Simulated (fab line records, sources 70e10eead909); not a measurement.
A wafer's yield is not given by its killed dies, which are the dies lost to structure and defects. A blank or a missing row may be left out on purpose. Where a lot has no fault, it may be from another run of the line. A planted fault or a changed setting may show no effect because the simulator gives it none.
Which tool is to blame? / flow nand_harc / at 1 step of a route of 1159, 13 lots with 38 wafers sampled

## WHAT THE GAUGES READ, wafer by wafer
NHARC_A_M1_OVL_MEAS_10: pitch 240 nm. Usual: overlay_x_nm 0.0 nm, standard deviation 0.78; overlay_y_nm 0.1 nm, standard deviation 0.73.
lot=L483; measured=day 17 22:19; on=overlay-01; overlay_x_nm (nm)=-0.7 0.1 -0.3; overlay_y_nm (nm)=0.6 0.9 1.1; flag=
lot=L482; measured=day 18 04:13; on=overlay-01; overlay_x_nm (nm)=1.0 0.9 0.8; overlay_y_nm (nm)=1.2 0.8 1.3; flag=
lot=L486; measured=day 18 04:56; on=overlay-01; overlay_x_nm (nm)=0.8 1.5 0.9; overlay_y_nm (nm)=0.8 0.4 0.0; flag=
lot=L487; measured=day 18 14:56; on=overlay-01; overlay_x_nm (nm)=1.4 0.0 1.0; overlay_y_nm (nm)=-2.2 -1.6 -1.3; flag=
lot=L484; measured=day 18 20:47; on=overlay-02; overlay_x_nm (nm)=1.0 1.0 1.5; overlay_y_nm (nm)=-0.3 0.0 -0.3; flag=
lot=L488; measured=day 19 09:53; on=overlay-02; overlay_x_nm (nm)=-0.1 -0.8 -0.8; overlay_y_nm (nm)=0.1 0.2 0.0; flag=
lot=L489; measured=day 19 16:12; on=overlay-01; overlay_x_nm (nm)=1.1 0.3 0.5; overlay_y_nm (nm)=0.5 1.2 0.7; flag=
lot=L490; measured=day 20 08:32; on=overlay-01; overlay_x_nm (nm)=-1.1 -0.8; overlay_y_nm (nm)=0.3 1.0; flag=
lot=L494; measured=day 21 20:18; on=overlay-02; overlay_x_nm (nm)=-0.7 -0.5 -0.7; overlay_y_nm (nm)=-0.5 -0.6 -0.2; flag=
lot=L499; measured=day 21 21:23; on=overlay-02; overlay_x_nm (nm)=1.1 1.3 0.6; overlay_y_nm (nm)=1.5 1.4 1.4; flag=
lot=L500; measured=day 21 21:33; on=overlay-01; overlay_x_nm (nm)=-0.8 -1.0 -1.0; overlay_y_nm (nm)=-0.6 -0.6 -0.9; flag=
lot=L502; measured=day 22 11:23; on=overlay-01; overlay_x_nm (nm)=0.5 0.5 0.8; overlay_y_nm (nm)=-0.1 -0.4 -0.2; flag=
lot=L501; measured=day 23 01:47; on=overlay-02; overlay_x_nm (nm)=0.7 0.3 1.1; overlay_y_nm (nm)=0.4 -0.6 -0.5; flag=

## EACH LOT AND THE TOOL THAT RAN IT (in order: tool; ch and the chambers of the sampled wafers; start)
No process step before these readings appears in the record.

## AS READ BY THE TOOLS THEMSELVES (means over the sampled wafers that have a number; for cases with no such wafer, the mark the record gives instead)
The record holds no such reading with a usual standard deviation.

## THE ANSWER, worked out from the rows above alone
Rule: a lot is off if the mean of its wafers that have a number lies more than 3 standard deviations from the usual mean. A lot without any number at a reading at which 4 lots or more have one is off too. All remaining lots with rows at the step are treated as sound. After the gauges, taken in route order, come the tools' own readings; for these a lot's mean is taken, as printed above. At the first step where some lot is off, the reading lying furthest off is the one used; lots without a number count as furthest.
Nothing can be told from this: no lot is off at any reading shown.

## WHAT THE SIMULATOR HAD PUT IN
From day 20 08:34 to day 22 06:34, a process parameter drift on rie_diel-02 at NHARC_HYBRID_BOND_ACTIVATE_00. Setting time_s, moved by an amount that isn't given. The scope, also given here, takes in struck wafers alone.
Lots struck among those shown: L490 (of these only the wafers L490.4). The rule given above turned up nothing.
